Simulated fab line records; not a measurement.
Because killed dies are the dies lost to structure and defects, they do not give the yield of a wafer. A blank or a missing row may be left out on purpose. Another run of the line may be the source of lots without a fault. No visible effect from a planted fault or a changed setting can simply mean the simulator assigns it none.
Chamber matching | flow n5 finfet | ald sin-03 running N5_SDB_ALD_29: 4 sister chambers
The step deposits SiNx, target thk 30 nm, pulse time 1 s, ald cycles 600. 20 wafers are shown with their chamber, then 10 later ones without.

WAFERS WITH THEIR CHAMBER
wafer  | chamber | heater power w (W) | heater power outer w (W) | susceptor temp C (C)
L076.2 | 0       | 724                | 418                      | 399.89
L076.3 | 3       | 833                | 508                      | 399.97
L076.5 | 1       | 824                | 491                      | 400.27
L077.2 | 0       | 744                | 408                      | 399.86
L077.3 | 3       | 846                | 527                      | 400.60
L077.5 | 3       | 840                | 514                      | 400.20
L078.1 | 3       | 858                | 502                      | 400.06
L078.2 | 2       | 965                | 577                      | 399.99
L078.6 | 0       | 726                | 405                      | 399.99
L079.1 | 3       | 821                | 509                      | 399.84
L079.2 | 1       | 807                | 498                      | 400.23
L079.5 | 0       | 717                | 413                      | 400.17
L086.2 | 2       | 950                | 566                      | 399.36
L086.4 | 1       | 800                | 498                      | 400.03
L086.5 | 0       | 734                | 424                      | 400.03
L087.2 | 2       | 963                | 552                      | 399.77
L087.3 | 0       | 727                | 427                      | 399.86
L087.6 | 2       | 957                | 569                      | 399.94
L089.3 | 3       | 844                | 521                      | 399.60
L089.4 | 1       | 815                | 497                      | 400.09

SIGNATURES (means of the wafers above)
reading              | chamber 0 | chamber 1 | chamber 2 | chamber 3 | scatter within a chamber
heater power w       | 728.67    | 811.50    | 958.75    | 840.33    | 10.2
heater power outer w | 415.83    | 496.00    | 566.00    | 513.50    | 8.53
susceptor temp C     | 399.9667  | 400.1550  | 399.7650  | 400.0450  | 0.242
Rule: a wafer's distance from a chamber is the root of the sum, over the readings, of the square of ((its reading less the chamber's mean) divided by the reading's scatter). The wafer belongs to the nearest chamber; if the next one is less than 2 further off, it can't be placed. The scatter: the root of (the sum of the squares of (reading less its chamber's mean) over the shown wafers, divided by (wafers less chambers)).

WAFERS MISSING THEIR CHAMBER
wafer  | heater power w (W) | heater power outer w (W) | susceptor temp C (C)
L089.5 | 948                | 559                      | 400.19
L095.1 | 778                | 468                      | 400.06
L095.3 | 719                | 419                      | 399.86
L095.5 | 807                | 467                      | 399.82
L096.1 | 716                | 432                      | 400.10
L096.2 | 960                | 562                      | 400.15
L096.5 | 954                | 580                      | 400.18
L097.1 | 725                | 426                      | 399.81
L097.2 | 789                | 470                      | 399.97
L097.4 | 787                | 473                      | 399.81

WHICH CHAMBER EACH WENT THROUGH
wafer  | from the rows above | in truth
L089.5 | 2                   | 2
L095.1 | 1                   | 1
L095.3 | 0                   | 0
L095.5 | 1                   | 1
L096.1 | 0                   | 0
L096.2 | 2                   | 2
L096.5 | 2                   | 2
L097.1 | 0                   | 0
L097.2 | 1                   | 1
L097.4 | 1                   | 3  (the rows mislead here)
Correct placement for 9 of the 10. Number that these rows cannot place: 0. Number placed wrongly: 1.
